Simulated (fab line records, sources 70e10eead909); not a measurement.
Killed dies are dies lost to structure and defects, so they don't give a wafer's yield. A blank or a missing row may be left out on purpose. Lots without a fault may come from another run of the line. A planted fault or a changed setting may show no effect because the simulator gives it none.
Which tool did it? | flow nand_harc | 24 lots, 72 wafers sampled, at 6 steps of a route of 1302

WHAT THE GAUGES READ, wafer by wafer
NHARC_A_CONTACT_CD_MEAS_08: target cd 200 nm. Usual: cd_nm 200.1 nm, standard deviation 0.55.
lot  | measured     | on        | cd_nm (nm)        | flag
L074 | day 22 12:59 | cd_sem-02 | 201.4 200.7 200.8 |
L076 | day 22 14:31 | cd_sem-03 | 200.0 200.1 199.3 |
L075 | day 22 16:55 | cd_sem-01 | 200.9 201.1 201.5 |
L077 | day 23 09:50 | cd_sem-02 | 200.1 198.7 199.9 |
L078 | day 23 15:52 | cd_sem-01 | 200.5 200.7 200.7 |
L080 | day 24 16:21 | cd_sem-01 | 199.9 200.6 199.6 |
L079 | day 24 16:59 | cd_sem-02 | 199.8 199.3 200.3 |
L083 | day 25 20:17 | cd_sem-03 | 200.4 200.6 199.5 |
L081 | day 26 14:17 | cd_sem-01 | 200.4 200.6 199.8 |
L082 | day 26 21:04 | cd_sem-03 | 200.4 200.8 200.2 |
L085 | day 26 23:26 | cd_sem-02 | 200.0 199.8 200.0 |
L084 | day 27 00:05 | cd_sem-01 | 199.9 199.0 199.8 |
L087 | day 27 16:53 | cd_sem-03 | 200.9 200.1 200.6 |
L086 | day 27 20:14 | cd_sem-01 | 200.4 199.6 200.3 |
L088 | day 28 19:40 | cd_sem-01 | 199.6 199.8 200.0 |
L089 | day 29 07:06 | cd_sem-03 | 200.2 200.7 200.1 |
L090 | day 29 09:27 | cd_sem-01 | 200.0 199.6 199.9 |
L091 | day 29 23:13 | cd_sem-02 | 199.8 198.9 199.8 |
L092 | day 30 00:00 | cd_sem-03 | 200.5 201.0 200.1 |
L093 | day 30 05:47 | cd_sem-02 | 199.9 199.7 199.1 |
L095 | day 30 22:26 | cd_sem-02 | 199.8 200.5 200.3 |
L094 | day 30 22:41 | cd_sem-03 | 200.1 200.5 200.5 |
L096 | day 31 15:35 | cd_sem-03 | 200.0 201.0 199.0 |
L097 | day 31 19:42 | cd_sem-01 | 200.8 199.7 200.4 |

NHARC_A_CONTACT_OVL_MEAS_09. Usual: overlay_x_nm -0.1 nm, standard deviation 0.91; overlay_y_nm 0.2 nm, standard deviation 0.76.
lot  | measured     | on         | overlay_x_nm (nm) | overlay_y_nm (nm) | flag
L074 | day 22 13:04 | overlay-01 | 0.7 1.4 0.8       | -1.0 -0.6 -0.2    |
L076 | day 22 14:36 | overlay-01 | -0.2 -0.2 -0.4    | -0.1 -0.1 -0.1    |
L075 | day 22 16:59 | overlay-02 | -0.4 -0.4 -0.7    | 1.7 1.9 1.3       |
L077 | day 23 09:56 | overlay-01 | -1.5 -1.1 -0.7    | 0.9 1.2 0.8       |
L078 | day 23 15:58 | overlay-02 | -1.1 -1.0 -1.1    | -0.6 -0.5 -0.5    |
L080 | day 24 16:26 | overlay-02 | -1.2 -1.2 -0.7    | 0.2 0.3 0.6       |
L079 | day 24 17:04 | overlay-01 | 1.0 1.5 0.8       | -0.4 -0.4 -0.3    |
L083 | day 25 20:22 | overlay-02 | -0.4 0.3 0.1      | 0.2 -0.1 -0.2     |
L081 | day 26 14:22 | overlay-01 | -1.4 -1.5 -1.4    | 0.5 0.0 0.1       |
L082 | day 26 21:10 | overlay-02 | 0.2 -0.2 0.0      | -0.3 0.0 -0.2     |
L085 | day 26 23:31 | overlay-01 | 0.4 -0.5 0.0      | -0.2 -0.1 -0.3    |
L084 | day 27 00:10 | overlay-01 | -0.3 -0.3 -0.5    | 0.2 -0.5 -0.2     |
L087 | day 27 16:58 | overlay-01 | 0.0 -0.1 0.6      | 1.1 0.8 0.6       |
L086 | day 27 20:20 | overlay-02 | 1.2 0.7 1.4       | 0.7 0.7 0.8       |
L088 | day 28 19:45 | overlay-02 | -0.8 -0.6 -0.3    | -0.8 -0.8 -0.7    |
L089 | day 29 07:11 | overlay-01 | -0.4 0.1 -0.9     | 0.8 0.0 0.0       |
L090 | day 29 09:32 | overlay-02 | 0.3 1.3 1.1       | 0.0 -0.5 -0.6     |
L091 | day 29 23:19 | overlay-02 | -1.7 -2.0 -1.9    | -1.0 -0.7 -0.6    |
L092 | day 30 00:05 | overlay-02 | 0.4 0.2 -0.3      | 0.4 0.2 0.2       |
L093 | day 30 05:52 | overlay-02 | 1.1 1.3 1.2       | 0.8 0.6 0.0       |
L095 | day 30 22:31 | overlay-01 | -1.3 -1.5 -1.1    | 1.9 2.0 2.0       |
L094 | day 30 22:46 | overlay-02 | -1.1 -0.9 -1.3    | 0.7 1.5 0.5       |
L096 | day 31 15:40 | overlay-01 | 0.5 0.5 0.5       | 1.7 1.4 1.4       |
L097 | day 31 19:47 | overlay-01 | 1.8 1.0 1.3       | -0.7 -0.5 0.1     |

WHICH TOOL RAN EACH LOT (tool, then ch and the chambers of the sampled wafers, then the start)
lot  | NHARC_A_CONTACT_DESCUM_74          | NHARC_A_CONTACT_ETCH_77                       | NHARC_A_CONTACT_ETCH_133             | NHARC_A_CONTACT_ETCH_97
L074 | rie_diel-13 ch 0,1, day 22 05:22   | rie_diel-13 ch 0,2, day 22 08:41 or earlier   | har_cap_etch-03 ch 0,1, day 22 08:41 | rie_diel-13 ch 2,3, day 22 12:59 or earlier
L076 | rie_diel-13 ch 1,3, day 22 06:55   | rie_diel-13 ch 2,3, day 22 10:05 or earlier   | har_cap_etch-02 ch 0, day 22 10:05   | rie_diel-13 ch 0,2, day 22 14:31 or earlier
L075 | rie_diel-11 ch 0,1,2, day 22 08:46 | rie_diel-11 ch 0,1,2, day 22 11:59 or earlier | har_cap_etch-03 ch 0,1, day 22 11:59 | rie_diel-11 ch 1,3, day 22 16:55 or earlier
L077 | rie_diel-13 ch 1,3, day 23 02:08   | rie_diel-13 ch 0,2,3, day 23 05:19 or earlier | har_cap_etch-03 ch 0,1, day 23 05:19 | rie_diel-13 ch 0,2,3, day 23 09:50 or earlier
L078 | rie_diel-13 ch 1,3, day 23 06:28   | rie_diel-13 ch 0,1,3, day 23 10:01 or earlier | har_cap_etch-01 ch 0,1, day 23 10:01 | rie_diel-13 ch 1,2,3, day 23 15:52 or earlier
L080 | rie_diel-13 ch 1,2, day 24 08:34   | rie_diel-13 ch 1,2, day 24 12:04 or earlier   | har_cap_etch-03 ch 0,1, day 24 12:04 | rie_diel-08 ch 0,1,3, day 24 16:21 or earlier
L079 | rie_diel-13 ch 1,2,3, day 24 08:44 | rie_diel-13 ch 1,2, day 24 12:38 or earlier   | har_cap_etch-01 ch 0,1, day 24 12:38 | rie_diel-13 ch 0,2,3, day 24 16:59 or earlier
L083 | rie_diel-08 ch 1,3, day 25 12:13   | rie_diel-08 ch 0,3, day 25 15:26 or earlier   | har_cap_etch-02 ch 1, day 25 15:26   | rie_diel-08 ch 0,1,2, day 25 20:17 or earlier
L081 | rie_diel-13 ch 0,2, day 26 03:13   | rie_diel-13 ch 0,1,3, day 26 06:57 or earlier | har_cap_etch-02 ch 0,1, day 26 06:57 | rie_diel-08 ch 0,1, day 26 14:17 or earlier
L082 | rie_diel-11 ch 0,1,2, day 26 06:53 | rie_diel-11 ch 1,2,3, day 26 10:34 or earlier | har_cap_etch-03 ch 0,1, day 26 10:34 | rie_diel-13 ch 0,2,3, day 26 21:04 or earlier
L085 | rie_diel-13 ch 0,3, day 26 11:46   | rie_diel-13 ch 2,3, day 26 15:17 or earlier   | har_cap_etch-01 ch 0,1, day 26 15:17 | rie_diel-13 ch 0,1,2, day 26 23:26 or earlier
L084 | rie_diel-08 ch 1,2, day 26 15:06   | rie_diel-08 ch 0,1, day 26 18:20 or earlier   | har_cap_etch-03 ch 0,1, day 26 18:20 | rie_diel-11 ch 0,1,2, day 27 00:05 or earlier
L087 | rie_diel-13 ch 0,1,3, day 27 08:59 | rie_diel-13 ch 1,2, day 27 12:09 or earlier   | har_cap_etch-02 ch 0,1, day 27 12:09 | rie_diel-11 ch 0,2, day 27 16:53 or earlier
L086 | rie_diel-13 ch 2,3, day 27 11:54   | rie_diel-13 ch 0,3, day 27 15:03 or earlier   | har_cap_etch-01 ch 0,1, day 27 15:03 | rie_diel-13 ch 0,2,3, day 27 20:14 or earlier
L088 | rie_diel-11 ch 0,3, day 28 10:11   | rie_diel-11 ch 2,3, day 28 13:42 or earlier   | har_cap_etch-01 ch 0, day 28 13:42   | rie_diel-13 ch 0,2,3, day 28 19:40 or earlier
L089 | rie_diel-13 ch 1,3, day 28 18:13   | rie_diel-13 ch 0,2,3, day 28 21:26 or earlier | har_cap_etch-03 ch 0,1, day 28 21:26 | rie_diel-08 ch 0,2, day 29 07:06 or earlier
L090 | rie_diel-13 ch 0,1,2, day 28 21:30 | rie_diel-13 ch 0,2,3, day 29 00:40 or earlier | har_cap_etch-02 ch 0,1, day 29 00:40 | rie_diel-13 ch 0,1,2, day 29 09:27 or earlier
L091 | rie_diel-13 ch 1,2,3, day 29 14:43 | rie_diel-13 ch 1,2, day 29 18:04 or earlier   | har_cap_etch-02 ch 0,1, day 29 18:04 | rie_diel-13 ch 0,1,2, day 29 23:13 or earlier
L092 | rie_diel-08 ch 0,2,3, day 29 15:33 | rie_diel-08 ch 0,1,3, day 29 18:43 or earlier | har_cap_etch-03 ch 0,1, day 29 18:43 | rie_diel-13 ch 0,1,2, day 30 00:00 or earlier
L093 | rie_diel-13 ch 1,2,3, day 29 22:19 | rie_diel-13 ch 0,1,3, day 30 01:41 or earlier | har_cap_etch-01 ch 0,1, day 30 01:41 | rie_diel-08 ch 0,2,3, day 30 05:47 or earlier
L095 | rie_diel-13 ch 0,1,3, day 30 14:38 | rie_diel-13 ch 1,2,3, day 30 17:49 or earlier | har_cap_etch-03 ch 0,1, day 30 17:49 | rie_diel-13 ch 0,2, day 30 22:26 or earlier
L094 | rie_diel-08 ch 0,2,3, day 30 15:08 | rie_diel-08 ch 0,1, day 30 18:20 or earlier   | har_cap_etch-01 ch 0,1, day 30 18:20 | rie_diel-11 ch 0,3, day 30 22:41 or earlier
L096 | rie_diel-13 ch 0,1,3, day 31 07:43 | rie_diel-13 ch 1,2,3, day 31 10:52 or earlier | har_cap_etch-03 ch 0,1, day 31 10:52 | rie_diel-13 ch 0,1,2, day 31 15:35 or earlier
L097 | rie_diel-13 ch 0,1,3, day 31 11:14 | rie_diel-13 ch 0,2,3, day 31 14:23 or earlier | har_cap_etch-01 ch 0,1, day 31 14:23 | rie_diel-13 ch 0,2,3, day 31 19:42 or earlier
- NHARC_A_CONTACT_DESCUM_74: chemistry O2, time 3 s.
- NHARC_A_CONTACT_ETCH_77: etches the open film in CF4/CHF3, target depth 108.9 nm, time 54.5 s.
- NHARC_A_CONTACT_ETCH_133: etches the open film in C4F8/O2/Ar, time 374 s, target depth 1610 nm.
- NHARC_A_CONTACT_ETCH_97: etches the open film in C4F6/O2, target depth 20 nm, time 10 s.

WHAT THE TOOLS THEMSELVES READ (means of the sampled wafers that have a number; where no wafer has one, the mark that the record gives instead)
NHARC_A_CONTACT_DESCUM_74. Usual: drypump_motor_current_A 5.5 A, standard deviation 0.39; oes_product_au 1.002 a.u., standard deviation 0.01; rf_vpp_V 57.5 V, standard deviation 0.86; showerhead_plenum_p_Torr 1.85 Torr, standard deviation 0.04; throttle_valve_pct 11.311 %, standard deviation 0.0088.
lot  | tool        | drypump_motor_current_A (A) | oes_product_au (a.u.) | rf_vpp_V (V) | showerhead_plenum_p_Torr (Torr) | throttle_valve_pct (%) | flag
L074 | rie_diel-13 | 5.2                         | 0.988                 | 57.6         | 1.84                            | 11.317                 |
L076 | rie_diel-13 | 5.2                         | 1.006                 | 56.5         | 1.89                            | 11.311                 |
L075 | rie_diel-11 | 5.6                         | 0.996                 | 58.2         | 1.88                            | 11.314                 |
L077 | rie_diel-13 | 5.3                         | 0.999                 | 57.3         | 1.89                            | 11.311                 |
L078 | rie_diel-13 | 5.3                         | 0.995                 | 57.4         | 1.89                            | 11.309                 |
L080 | rie_diel-13 | 5.8                         | 1.015                 | 57.5         | 1.83                            | 11.312                 |
L079 | rie_diel-13 | 5.6                         | 1.008                 | 57.4         | 1.86                            | 11.320                 |
L083 | rie_diel-08 | 5.8                         | 0.990                 | 58.1         | 1.86                            | 11.306                 |
L081 | rie_diel-13 | 5.9                         | 1.014                 | 58.4         | 1.80                            | 11.309                 |
L082 | rie_diel-11 | 5.6                         | 0.992                 | 57.2         | 1.87                            | 11.313                 |
L085 | rie_diel-13 | 5.3                         | 1.002                 | 57.7         | 1.85                            | 11.310                 |
L084 | rie_diel-08 | 5.8                         | 0.994                 | 57.6         | 1.87                            | 11.319                 |
L087 | rie_diel-13 | 5.3                         | 0.998                 | 57.7         | 1.86                            | 11.311                 |
L086 | rie_diel-13 | 5.7                         | 1.010                 | 57.5         | 1.84                            | 11.309                 |
L088 | rie_diel-11 | 5.3                         | 1.001                 | 58.0         | 1.88                            | 11.326                 |
L089 | rie_diel-13 | 5.3                         | 1.003                 | 56.6         | 1.88                            | 11.305                 |
L090 | rie_diel-13 | 5.5                         | 1.006                 | 56.8         | 1.83                            | 11.322                 |
L091 | rie_diel-13 | 5.6                         | 1.007                 | 58.3         | 1.85                            | 11.302                 |
L092 | rie_diel-08 | 5.8                         | 0.984                 | 58.2         | 1.85                            | 11.304                 |
L093 | rie_diel-13 | 5.6                         | 1.003                 | 57.7         | 1.85                            | 11.311                 |
L095 | rie_diel-13 | 5.3                         | 1.008                 | 56.9         | 1.85                            | 11.307                 |
L094 | rie_diel-08 | 5.9                         | 0.992                 | 58.4         | 1.85                            | 11.313                 |
L096 | rie_diel-13 | 5.3                         | 1.004                 | 57.8         | 1.85                            | 11.307                 |
L097 | rie_diel-13 | 5.3                         | 1.005                 | 57.5         | 1.85                            | 11.309                 |

NHARC_A_CONTACT_ETCH_77. Usual: cf4_flow_sccm 100.0 sccm, standard deviation 0.31; drypump_motor_current_A 5.5 A, standard deviation 0.41; oes_product_au 0.942 a.u., standard deviation 0.024; rf_vpp_V 368.9 V, standard deviation 1.3; showerhead_plenum_p_Torr 1.52 Torr, standard deviation 0.031; throttle_valve_pct 16.802 %, standard deviation 0.0096.
lot  | tool        | cf4_flow_sccm (sccm) | drypump_motor_current_A (A) | oes_product_au (a.u.) | rf_vpp_V (V) | showerhead_plenum_p_Torr (Torr) | throttle_valve_pct (%) | flag
L074 | rie_diel-13 | 100.0                | 5.9                         | 0.919                 | 367.0        | 1.48                            | 16.808                 |
L076 | rie_diel-13 | 100.3                | 5.7                         | 0.932                 | 369.9        | 1.53                            | 16.803                 |
L075 | rie_diel-11 | 99.8                 | 5.6                         | 0.954                 | 369.1        | 1.54                            | 16.798                 |
L077 | rie_diel-13 | 100.0                | 5.6                         | 0.968                 | 368.9        | 1.51                            | 16.805                 |
L078 | rie_diel-13 | 100.0                | 5.3                         | 0.929                 | 369.2        | 1.53                            | 16.805                 |
L080 | rie_diel-13 | 99.8                 | 5.5                         | 0.933                 | 370.3        | 1.53                            | 16.806                 |
L079 | rie_diel-13 | 100.1                | 5.9                         | 0.939                 | 369.8        | 1.51                            | 16.793                 |
L083 | rie_diel-08 | 100.1                | 5.6                         | 0.923                 | 369.8        | 1.54                            | 16.809                 |
L081 | rie_diel-13 | 99.9                 | 5.3                         | 0.919                 | 369.5        | 1.53                            | 16.808                 |
L082 | rie_diel-11 | 99.6                 | 5.4                         | 0.970                 | 368.9        | 1.53                            | 16.806                 |
L085 | rie_diel-13 | 100.2                | 5.7                         | 0.930                 | 368.8        | 1.52                            | 16.807                 |
L084 | rie_diel-08 | 100.2                | 5.5                         | 0.974                 | 369.9        | 1.55                            | 16.802                 |
L087 | rie_diel-13 | 100.1                | 5.5                         | 0.930                 | 368.6        | 1.53                            | 16.802                 |
L086 | rie_diel-13 | 100.1                | 5.3                         | 0.928                 | 367.8        | 1.52                            | 16.799                 |
L088 | rie_diel-11 | 100.2                | 5.2                         | 0.971                 | 368.5        | 1.54                            | 16.798                 |
L089 | rie_diel-13 | 100.1                | 5.6                         | 0.933                 | 367.1        | 1.50                            | 16.799                 |
L090 | rie_diel-13 | 99.6                 | 5.6                         | 0.924                 | 368.1        | 1.50                            | 16.819                 |
L091 | rie_diel-13 | 99.8                 | 5.5                         | 0.930                 | 367.7        | 1.53                            | 16.805                 |
L092 | rie_diel-08 | 100.1                | 5.7                         | 0.919                 | 369.6        | 1.53                            | 16.807                 |
L093 | rie_diel-13 | 100.1                | 5.3                         | 0.970                 | 369.5        | 1.53                            | 16.801                 |
L095 | rie_diel-13 | 100.2                | 5.6                         | 0.983                 | 369.0        | 1.53                            | 16.789                 |
L094 | rie_diel-08 | 99.5                 | 5.6                         | 0.921                 | 369.1        | 1.54                            | 16.807                 |
L096 | rie_diel-13 | 100.0                | 5.6                         | 0.985                 | 369.2        | 1.53                            | 16.802                 |
L097 | rie_diel-13 | 100.2                | 5.6                         | 0.925                 | 368.5        | 1.50                            | 16.803                 |

NHARC_A_CONTACT_ETCH_97. Usual: drypump_motor_current_A 5.5 A, standard deviation 0.4; oes_product_au 0.963 a.u., standard deviation 0.022; rf_vpp_V 544.4 V, standard deviation 1.9; showerhead_plenum_p_Torr 3.81 Torr, standard deviation 0.072; throttle_valve_pct 26.902 %, standard deviation 0.0093.
lot  | tool        | drypump_motor_current_A (A) | oes_product_au (a.u.) | rf_vpp_V (V) | showerhead_plenum_p_Torr (Torr) | throttle_valve_pct (%) | flag
L074 | rie_diel-13 | 5.7                         | 0.953                 | 543.9        | 3.81                            | 26.900                 |
L076 | rie_diel-13 | 5.5                         | 0.954                 | 542.1        | 3.72                            | 26.909                 |
L075 | rie_diel-11 | 5.6                         | 0.959                 | 545.6        | 3.86                            | 26.893                 |
L077 | rie_diel-13 | 5.6                         | 0.970                 | 543.4        | 3.77                            | 26.904                 |
L078 | rie_diel-13 | 5.6                         | 0.955                 | 544.6        | 3.82                            | 26.894                 |
L080 | rie_diel-08 | 5.7                         | 0.987                 | 545.9        | 3.85                            | 26.903                 |
L079 | rie_diel-13 | 5.6                         | 0.957                 | 543.3        | 3.76                            | 26.902                 |
L083 | rie_diel-08 | 5.8                         | 0.939                 | 544.8        | 3.86                            | 26.903                 |
L081 | rie_diel-08 | 5.5                         | 1.000                 | 546.3        | 3.87                            | 26.899                 |
L082 | rie_diel-13 | 5.6                         | 0.956                 | 543.0        | 3.76                            | 26.909                 |
L085 | rie_diel-13 | 5.5                         | 0.947                 | 544.1        | 3.77                            | 26.902                 |
L084 | rie_diel-11 | 5.7                         | 1.002                 | 544.1        | 3.83                            | 26.898                 |
L087 | rie_diel-11 | 5.6                         | 0.996                 | 545.6        | 3.84                            | 26.900                 |
L086 | rie_diel-13 | 5.6                         | 0.960                 | 544.0        | 3.76                            | 26.889                 |
L088 | rie_diel-13 | 5.6                         | 0.950                 | 543.5        | 3.75                            | 26.907                 |
L089 | rie_diel-08 | 6.0                         | 0.941                 | 544.5        | 3.82                            | 26.902                 |
L090 | rie_diel-13 | 5.5                         | 0.955                 | 544.0        | 3.76                            | 26.893                 |
L091 | rie_diel-13 | 5.5                         | 0.953                 | 543.5        | 3.76                            | 26.907                 |
L092 | rie_diel-13 | 5.5                         | 0.952                 | 543.9        | 3.76                            | 26.902                 |
L093 | rie_diel-08 | 5.9                         | 0.946                 | 544.8        | 3.80                            | 26.897                 |
L095 | rie_diel-13 | 5.5                         | 0.970                 | 541.8        | 3.70                            | 26.899                 |
L094 | rie_diel-11 | 5.3                         | 1.003                 | 545.6        | 3.85                            | 26.902                 |
L096 | rie_diel-13 | 5.5                         | 0.963                 | 543.4        | 3.76                            | 26.900                 |
L097 | rie_diel-13 | 5.6                         | 0.953                 | 542.9        | 3.75                            | 26.899                 |

THE ANSWER, worked out from the rows above alone
Rule: a lot is off if the mean of its wafers that have a number lies more than 3 standard deviations from the usual mean. A lot without any number at a reading at which 4 lots or more have one is off too. The other lots that the step has rows for count as sound. The gauges are gone through in route order, then the tools' own readings, and for those a lot's mean is taken as printed above. The first step at which some lot is off is used, and at that step the reading that is off furthest; a lot without a number counts as furthest.
No lot is off at any reading shown: from this, nothing can be told.

WHAT THE SIMULATOR HAD PUT IN
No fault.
